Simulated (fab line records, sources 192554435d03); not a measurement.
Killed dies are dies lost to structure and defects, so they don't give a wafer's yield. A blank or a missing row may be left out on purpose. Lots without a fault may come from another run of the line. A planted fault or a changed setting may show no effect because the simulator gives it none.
Chamber matching | flow n5_finfet | N5_HKMG_FIN_ALD_21 on ald_metal-02: 4 sister chambers
The step deposits TiN, target thk 1.5 nm, pulse time 1 s, purge time 3 s. 4 wafers are shown with their chamber, then 8 later ones without.

WAFERS WITH THEIR CHAMBER
wafer  | chamber | heater_power_w (W)
L088.1 | 3       | 751
L090.3 | 1       | 810
L090.4 | 2       | 1035
L092.1 | 0       | 794

WAFERS WITHOUT THEIR CHAMBER
wafer  | heater_power_w (W)
L092.2 | 744
L092.5 | 820
L093.4 | 825
L093.5 | 1025
L093.6 | 818
L096.1 | 1022
L096.2 | 840
L096.6 | 1016

WHICH CHAMBER EACH WENT THROUGH
wafer  | from the rows above     | in truth
L092.2 | 3                       | 3
L092.5 | can't be placed: 1 or 0 | 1
L093.4 | can't be placed: 1 or 0 | 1
L093.5 | 2                       | 2
L093.6 | can't be placed: 1 or 0 | 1
L096.1 | 2                       | 2
L096.2 | can't be placed: 1 or 0 | 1
L096.6 | 2                       | 2
Placed correctly: 4 of 8. Can't be placed from these rows: 4 (the true chamber is among the candidates in 4). Placed wrongly: 0.
How it was worked out, from the rows above alone: a wafer's distance from a chamber is the root of the sum, over the readings, of the square of ((its reading less the chamber's mean) divided by the reading's scatter). The wafer belongs to the nearest chamber; if the next one is less than 2 further off, it can't be placed. A chamber's mean is the mean of its shown wafers. The scatter: with one shown wafer a chamber, the root of the mean of the squares of how far each hidden wafer lies from its nearest shown one.
